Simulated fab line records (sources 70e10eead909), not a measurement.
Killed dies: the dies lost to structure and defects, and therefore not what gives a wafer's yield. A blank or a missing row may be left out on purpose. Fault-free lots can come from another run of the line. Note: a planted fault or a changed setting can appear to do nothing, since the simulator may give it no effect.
Chamber matching	flow nand harc	NHARC_A_WL_FILL_CMP_12 on cmp-04 has 4 sister chambers
The step polishes, t overpolish 30 s, target thk 75 nm. 8 wafers are shown with their chamber, then 10 later ones without.

== WAFERS PAIRED WITH THEIR CHAMBERS ==
wafer	chamber	motor current A (A)	time to endpoint s (s)
L076.6	2	9.9	13.6
L081.6	1	8.9	12.9
L087.5	1	9.0	15.9
L089.1	3	10.9	19.2
L089.2	2	9.7	17.1
L089.5	0	12.8	13.4
L088.1	3	11.3	18.8
L088.2	0	12.5	15.0

== WAFERS MISSING THEIR CHAMBER ==
wafer	motor current A (A)	time to endpoint s (s)
L088.4	10.6	15.4
L090.1	10.7	19.3
L090.3	12.8	16.2
L090.6	10.5	18.9
L092.1	10.5	16.3
L092.2	10.4	16.6
L092.4	12.5	14.5
L091.1	10.0	13.7
L091.5	9.8	13.2
L091.6	12.5	12.2

== EACH ONE'S CHAMBER ==
wafer	from the rows above	in truth
L088.4	can't be placed: 3 or 2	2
L090.1	3	3
L090.3	0	0
L090.6	can't be placed: 3 or 2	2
L092.1	can't be placed: 3 or 2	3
L092.2	can't be placed: 2 or 3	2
L092.4	0	0
L091.1	2	2
L091.5	2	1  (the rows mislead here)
L091.6	0	0
Correct placement for 5 of the 10. Not placeable from these rows: 4 (in 4, the candidates include the true chamber). Wrongly placed: 1.
How it was worked out, from the rows above alone: a wafer's distance from a chamber is the root of the sum, over the readings, of the square of ((its reading less the chamber's mean) divided by the reading's scatter). The wafer belongs to the nearest chamber; if the next one is less than 2 further off, it can't be placed. Each chamber's mean is taken over the wafers shown for it. The scatter: the root of (the sum of the squares of (reading less its chamber's mean) over the shown wafers, divided by (wafers less chambers)).
